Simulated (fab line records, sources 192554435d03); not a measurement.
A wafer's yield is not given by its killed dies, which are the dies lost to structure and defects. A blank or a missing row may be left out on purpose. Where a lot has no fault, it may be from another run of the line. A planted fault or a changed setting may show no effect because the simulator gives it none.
Matching of chambers    flow n5 finfet    rie diel-01 running N5_FIN_SAQP_ETCH_69: 4 sister chambers
The step etches SOC in N2/H2, stops on SiNx, target depth 150 nm. 4 wafers are shown with their chamber, then 7 later ones without.

## WAFERS, EACH WITH ITS CHAMBER
wafer   chamber  showerhead plenum p Torr (Torr)
L081.5  0        2.53
L082.3  2        2.46
L089.1  3        2.40
L089.2  1        2.66

## WAFERS WHOSE CHAMBER IS MISSING
wafer   showerhead plenum p Torr (Torr)
L089.5  2.66
L096.2  2.51
L096.3  2.44
L096.5  2.39
L097.3  2.51
L097.5  2.39
L097.6  2.44

## CHAMBER TAKEN BY EACH
wafer   from the rows above      in truth
L089.5  1                        1
L096.2  can't be placed: 0 or 2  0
L096.3  can't be placed: 2 or 3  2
L096.5  3                        3
L097.3  can't be placed: 0 or 2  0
L097.5  3                        3
L097.6  can't be placed: 2 or 3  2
Correctly placed: 3 of 7. These rows do not allow placing 4 (true chamber among the candidates in 4). Placed wrongly: 0.
How it was worked out, from the rows above alone: a wafer's distance from a chamber is the root of the sum, over the readings, of the square of ((its reading less the chamber's mean) divided by the reading's scatter). The wafer belongs to the nearest chamber; if the next one is less than 2 further off, it can't be placed. For every chamber, the mean is computed from those of its wafers that are shown. The scatter: root of mean squared gap, hidden wafer to nearest shown wafer, with one shown wafer a chamber.
